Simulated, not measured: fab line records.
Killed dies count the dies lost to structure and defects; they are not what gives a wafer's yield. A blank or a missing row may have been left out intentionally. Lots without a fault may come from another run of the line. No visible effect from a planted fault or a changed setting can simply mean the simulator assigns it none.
Chamber matching ; flow n5_finfet ; 4 sister chambers for N5_BEOL_M0_ETCH_138 on rie_diel-05
The step etches SiCN in CH3F/O2, target depth 12 nm, time 31.6 s. 4 wafers are shown with their chamber, then 8 later ones without.

EACH WAFER AND ITS CHAMBER
wafer;chamber;showerhead_plenum_p_Torr (Torr)
L079.3;1;1.97
L084.5;2;2.05
L084.6;3;1.96
L094.2;0;2.11

WAFERS MISSING THEIR CHAMBER
wafer;showerhead_plenum_p_Torr (Torr)
L094.4;1.97
L094.5;2.11
L095.4;1.97
L095.5;2.10
L095.6;1.95
L096.2;1.95
L096.4;2.10
L096.6;1.95

CHAMBER TAKEN BY EACH
wafer;from the rows above;in truth
L094.4;can't be placed: 1 or 3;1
L094.5;0;0
L095.4;can't be placed: 1 or 3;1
L095.5;0;0
L095.6;can't be placed: 3 or 1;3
L096.2;can't be placed: 3 or 1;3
L096.4;0;0
L096.6;can't be placed: 3 or 1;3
Placed correctly: 3 of 8. Not placeable from these rows: 5 (in 5, the candidates include the true chamber). Number placed wrongly: 0.
How it was worked out, from the rows above alone: a wafer's distance from a chamber is the root of the sum, over the readings, of the square of ((its reading less the chamber's mean) divided by the reading's scatter). If the next closest chamber is less than 2 further off than the closest, the wafer can't be placed; otherwise it belongs to the closest. Each chamber's mean is taken over the wafers shown for it. The scatter: root of mean squared gap, hidden wafer to nearest shown wafer, with one shown wafer a chamber.
